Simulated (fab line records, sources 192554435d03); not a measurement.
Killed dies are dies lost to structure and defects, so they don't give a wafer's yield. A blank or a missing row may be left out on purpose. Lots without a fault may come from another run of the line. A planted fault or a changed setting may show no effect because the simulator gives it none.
Chamber matching | flow n5_finfet | N5_BEOL_M10_ILD_DEP_00 on pecvd-01: 3 sister chambers
The step deposits SiCOH lowk from DEMS/porogen, target thk 308.51 nm, time 58 s. 3 wafers are shown with their chamber, then 7 later ones without.

WAFERS WITH THEIR CHAMBER
wafer  | chamber | throttle_valve_pct (%)
L084.5 | 2       | 13.2
L087.1 | 0       | 14.3
L087.3 | 1       | 13.1

WAFERS WITHOUT THEIR CHAMBER
wafer  | throttle_valve_pct (%)
L087.5 | 13.5
L089.1 | 13.0
L089.3 | 14.4
L089.6 | 13.1
L093.1 | 13.3
L093.4 | 14.4
L093.5 | 12.7

WHICH CHAMBER EACH WENT THROUGH
wafer  | from the rows above     | in truth
L087.5 | can't be placed: 2 or 1 | 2
L089.1 | can't be placed: 1 or 2 | 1
L089.3 | 0                       | 0
L089.6 | can't be placed: 1 or 2 | 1
L093.1 | can't be placed: 2 or 1 | 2
L093.4 | 0                       | 0
L093.5 | can't be placed: 1 or 2 | 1
Placed correctly: 2 of 7. Can't be placed from these rows: 5 (the true chamber is among the candidates in 5). Placed wrongly: 0.
How it was worked out, from the rows above alone: a wafer's distance from a chamber is the root of the sum, over the readings, of the square of ((its reading less the chamber's mean) divided by the reading's scatter). The wafer belongs to the nearest chamber; if the next one is less than 2 further off, it can't be placed. A chamber's mean is the mean of its shown wafers. The scatter: with one shown wafer a chamber, the root of the mean of the squares of how far each hidden wafer lies from its nearest shown one.
